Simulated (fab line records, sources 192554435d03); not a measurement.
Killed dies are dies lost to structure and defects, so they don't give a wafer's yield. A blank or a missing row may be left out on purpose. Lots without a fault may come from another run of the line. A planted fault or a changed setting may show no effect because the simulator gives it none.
Split-lot experiment | flow n5_finfet | 7 lots, 21 wafers read, on a route of 1938 steps

THE SPLIT
At N5_MOL_CONTACT_COAG_ETCH_67 (etches SOC in N2/H2, target depth 60 nm, overetch 21 nm, time 101.2 s), the setting source_w was moved away from the recipe's 840 W on 8 of the 21 wafers read, by -14.8% to +10.2%. The other wafers ran this setting at the recipe's value.

The reading is taken at the split's own step.

THE READING
rf_vpp_V, in V, at N5_MOL_CONTACT_COAG_ETCH_67 (etches SOC in N2/H2, target depth 60 nm, overetch 21 nm, time 101.2 s). Fault-free wafers of this fab line usually give 524.5 V, standard deviation 2.7 V.

wafer  | tool, chamber at the split | source_w as run, W | against the recipe | rf_vpp_V, V | against lot-mates on the recipe
L080.1 | rie_diel-04, 2             | 840                | recipe             | 521.9       | -
L080.3 | rie_diel-04, 3             | 840                | recipe             | 520.6       | -
L080.6 | rie_diel-04, 2             | 840                | recipe             | 522.1       | -
L083.2 | rie_diel-05, 2             | 840                | recipe             | 525.6       | -
L083.4 | rie_diel-05, 3             | 899.2              | +7.0%              | 513.9       | -10.9
L083.6 | rie_diel-05, 2             | 840                | recipe             | 523.9       | -
L084.1 | rie_diel-05, 3             | 898.8              | +7.0%              | 514.2       | -10.9
L084.3 | rie_diel-05, 2             | 898.8              | +7.0%              | 514.6       | -10.5
L084.6 | rie_diel-05, 2             | 840                | recipe             | 525.1       | -
L086.1 | rie_diel-05, 0             | 840                | recipe             | 518.8       | -
L086.4 | rie_diel-05, 2             | 925.8              | +10.2%             | 508.3       | -10.5
L086.6 | rie_diel-05, 0             | 925.8              | +10.2%             | 504.0       | -14.8
L090.1 | rie_diel-04, 0             | 715.3              | -14.8%             | 554.6       | +31.0
L090.3 | rie_diel-04, 1             | 840                | recipe             | 524.8       | -
L090.5 | rie_diel-04, 2             | 840                | recipe             | 522.4       | -
L093.2 | rie_diel-05, 3             | 840                | recipe             | 526.6       | -
L093.3 | rie_diel-05, 2             | 840                | recipe             | 525.6       | -
L093.5 | rie_diel-05, 0             | 840                | recipe             | 529.5       | -
L097.2 | rie_diel-06, 3             | 792.3              | -5.7%              | 535.1       | +12.9
L097.3 | rie_diel-06, 0             | 792.3              | -5.7%              | 531.9       | +9.7
L097.5 | rie_diel-06, 0             | 840                | recipe             | 522.2       | -

THE FIT
A straight line over all 21 wafers: rf_vpp_V changes by -1.78 V for each +1% of source_w; r = -0.96; the points scatter about the line by 2.8 V.
The same after taking each lot's own level away (the mean of its wafers on the recipe; 21 wafers): -1.7 V for each +1%; r = -0.98; scatter 2.2 V.
On that fit, the largest move of source_w shifts the reading by 25 V.
The lots' own levels span 518.80 to 527.23 V, that is 3.1 times the standard deviation above.
So the lot-to-lot level changes the slope little: the two slopes agree.
Check: with one of the wafers moved furthest among these (-14.8%) left out of the fit, the line predicts +22.7 V for it against its lot-mates. It came out at +31 V against them.
Tool readings at the split's step, against how far the setting was moved: rf_vpp_V r = -0.96.

OTHER SPLITS ON THESE WAFERS
These wafers also went through other splits before the reading. Each is held against what the fit with the lots' levels taken away leaves over:
other split on the same wafers               | wafers away from the commonest value | r with rf_vpp_V (lot level and that fit taken away)
N5_MOL_CONTACT_COAG_CONTACT_ETCH_14 source_w | 10                                   | -0.05

THE FILE'S OWN FIT
rf_vpp_V changes by -1.77 V for each +1% of source_w, r = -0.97.
